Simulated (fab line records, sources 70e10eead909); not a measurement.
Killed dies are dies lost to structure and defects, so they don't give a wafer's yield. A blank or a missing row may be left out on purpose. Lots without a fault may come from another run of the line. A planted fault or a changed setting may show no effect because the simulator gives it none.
Tool commonality check | flow nand_harc | 15 lots, 45 wafers sampled

WHY IT WAS OPENED
At NHARC_P_M1_THK_MEAS_24 the reading thk_nm is flagged on 3 of 15 lots. Wafers without a fault read 157.2 nm, standard deviation 1.8.
Rule: a lot is flagged when every wafer of it that has a number lies more than 4 standard deviations from that mean, or none has a number. The other lots count as sound.

lot  | measured     | on            | thk_nm (nm), wafer by wafer | flag
L897 | day 6 16:22  | film_metro-02 | 158.3 156.6 156.6           |
L900 | day 8 03:13  | film_metro-02 | 159.0 158.5 158.3           |
L901 | day 8 12:29  | film_metro-02 | 158.3 159.4 156.8           |
L902 | day 8 21:46  | film_metro-02 | 158.1 159.2 155.0           |
L903 | day 9 02:19  | film_metro-01 | 158.6 158.6 154.8           |
L904 | day 9 15:45  | film_metro-01 | 156.0 155.2 159.9           |
L906 | day 10 11:37 | film_metro-02 | 157.3 158.9 156.2           |
L907 | day 10 18:24 | film_metro-02 | 161.2 157.8 156.2           |
L908 | day 11 17:43 | film_metro-01 | 27.7 30.3 30.9              | FLAGGED
L909 | day 12 09:49 | film_metro-01 | 30.7 27.0 28.3              | FLAGGED
L910 | day 12 10:33 | film_metro-01 | 28.6 32.8 28.6              | FLAGGED
L914 | day 14 05:15 | film_metro-01 | 159.3 155.8 158.2           |
L915 | day 14 11:46 | film_metro-02 | 158.7 158.1 159.0           |
L917 | day 15 03:13 | film_metro-02 | 155.7 159.7 159.2           |
L919 | day 15 17:40 | film_metro-02 | 156.0 160.2 156.3           |
The numbers of the flagged lots are 29.4 nm on average: -127.8 nm against the usual, or -71 standard deviations.

WHICH TOOL RAN EACH LOT
The record holds 3 process steps before the reading, out of a route of 1302 steps. In each cell: the tool, then ch and the chambers that the sampled wafers went through, then the start.
lot  | flag    | NHARC_P_M1_ETCH_28                            | NHARC_P_M1_ECD_22              | NHARC_P_M1_CMP_23
L897 |         | rie_diel-03 ch 1,3, day 6 15:20 or earlier    | ecd_cu-02 ch 1, day 6 15:20    | cmp-04 ch 1,2,3, day 6 16:04
L900 |         | rie_diel-06 ch 0,2, day 8 02:13 or earlier    | ecd_cu-02 ch 0,1, day 8 02:13  | cmp-04 ch 0,1,2, day 8 02:55
L901 |         | rie_diel-06 ch 0,1, day 8 10:39               | ecd_cu-01 ch 0,1, day 8 11:27  | cmp-03 ch 1,2,3, day 8 12:10
L902 |         | rie_diel-03 ch 1,2,3, day 8 20:43 or earlier  | ecd_cu-02 ch 0,1, day 8 20:43  | cmp-02 ch 0,1,3, day 8 21:29
L903 |         | rie_diel-12 ch 1,2,3, day 9 00:58 or earlier  | ecd_cu-02 ch 0,1, day 9 00:58  | cmp-04 ch 1,2,3, day 9 02:02
L904 |         | rie_diel-06 ch 0,2,3, day 9 14:49 or earlier  | ecd_cu-01 ch 0,1, day 9 14:49  | cmp-04 ch 2,3, day 9 15:28
L906 |         | rie_diel-03 ch 2,3, day 10 10:34 or earlier   | ecd_cu-01 ch 0,1, day 10 10:34 | cmp-02 ch 0,1,3, day 10 11:21
L907 |         | rie_diel-06 ch 1,2, day 10 17:26 or earlier   | ecd_cu-02 ch 0,1, day 10 17:26 | cmp-04 ch 0,2,3, day 10 18:08
L908 | FLAGGED | rie_diel-06 ch 2,3, day 11 16:40 or earlier   | ecd_cu-02 ch 0,1, day 11 16:40 | cmp-03 ch 0,1, day 11 17:25
L909 | FLAGGED | rie_diel-03 ch 0,1, day 12 08:49 or earlier   | ecd_cu-02 ch 0,1, day 12 08:49 | cmp-03 ch 0,3, day 12 09:32
L910 | FLAGGED | rie_diel-06 ch 0,2,3, day 12 09:34 or earlier | ecd_cu-02 ch 0,1, day 12 09:34 | cmp-04 ch 0,1,3, day 12 10:16
L914 |         | rie_diel-03 ch 0,1,2, day 14 04:11 or earlier | ecd_cu-02 ch 0,1, day 14 04:11 | cmp-02 ch 0,2,3, day 14 04:56
L915 |         | rie_diel-06 ch 0,1,3, day 14 10:46 or earlier | ecd_cu-02 ch 0,1, day 14 10:46 | cmp-04 ch 0,1,2, day 14 11:29
L917 |         | rie_diel-03 ch 0,2,3, day 15 02:19 or earlier | ecd_cu-02 ch 0,1, day 15 02:19 | cmp-04 ch 0,1,3, day 15 02:59
L919 |         | rie_diel-06 ch 0,1,3, day 15 16:37 or earlier | ecd_cu-02 ch 0,1, day 15 16:37 | cmp-04 ch 1,2, day 15 17:20
What these steps do:
- NHARC_P_M1_ETCH_28: etches the open film in CF4/N2, target depth 30 nm, time 72.99 s.
- NHARC_P_M1_ECD_22: material Cu, target thk 400 nm.
- NHARC_P_M1_CMP_23: polishes, t overpolish 20 s, target thk 157.82 nm.
- NHARC_P_M1_THK_MEAS_24: measures by xrf.

FLAGGED OVER TOTAL, TOOL BY TOOL (the gauges that took the reading come last)
step                   | tool          | lots run | flagged | share of the flagged lots | sound lots run after its first flagged lot
NHARC_P_M1_ETCH_28     | rie_diel-03   | 6        | 1       | some                      | 2 (L914,L917)
NHARC_P_M1_ETCH_28     | rie_diel-06   | 8        | 2       | some                      | 2 (L915,L919)
NHARC_P_M1_ETCH_28     | rie_diel-12   | 1        | 0       | none                      | -
NHARC_P_M1_ECD_22      | ecd_cu-01     | 3        | 0       | none                      | -
NHARC_P_M1_ECD_22      | ecd_cu-02     | 12       | 3       | all                       | 4 (L914,L915,L917,L919)
NHARC_P_M1_CMP_23      | cmp-02        | 3        | 0       | none                      | -
NHARC_P_M1_CMP_23      | cmp-03        | 3        | 2       | some                      | 0
NHARC_P_M1_CMP_23      | cmp-04        | 9        | 1       | some                      | 3 (L915,L917,L919)
NHARC_P_M1_THK_MEAS_24 | film_metro-01 | 6        | 3       | all                       | 1 (L914)
NHARC_P_M1_THK_MEAS_24 | film_metro-02 | 9        | 0       | none                      | -
NHARC_P_M1_ETCH_28 gives no start for some lots, so the hours and the order of its lots are those of NHARC_P_M1_ECD_22.

WHAT THE TABLE ALLOWS
2 rows of the table ran every flagged lot: ecd_cu-02 at NHARC_P_M1_ECD_22, film_metro-01 at NHARC_P_M1_THK_MEAS_24.
- ecd_cu-02 at NHARC_P_M1_ECD_22: 3 of its 12 lots flagged. Sound lots ran on it after the first flagged one (L914, L915, L917, L919), which a lasting fault on the whole tool wouldn't allow. On the flagged lots its readings are blank where sound lots have values: bath_heat_duty_pct, bath_temp_c.
- film_metro-01 at NHARC_P_M1_THK_MEAS_24: 3 of its 6 lots flagged. Sound lots ran on it after the first flagged one (L914), which a lasting fault on the whole tool wouldn't allow.
No row of the table ran every flagged lot and no sound lot after the first.

WHAT THE SIMULATOR HAD PUT IN
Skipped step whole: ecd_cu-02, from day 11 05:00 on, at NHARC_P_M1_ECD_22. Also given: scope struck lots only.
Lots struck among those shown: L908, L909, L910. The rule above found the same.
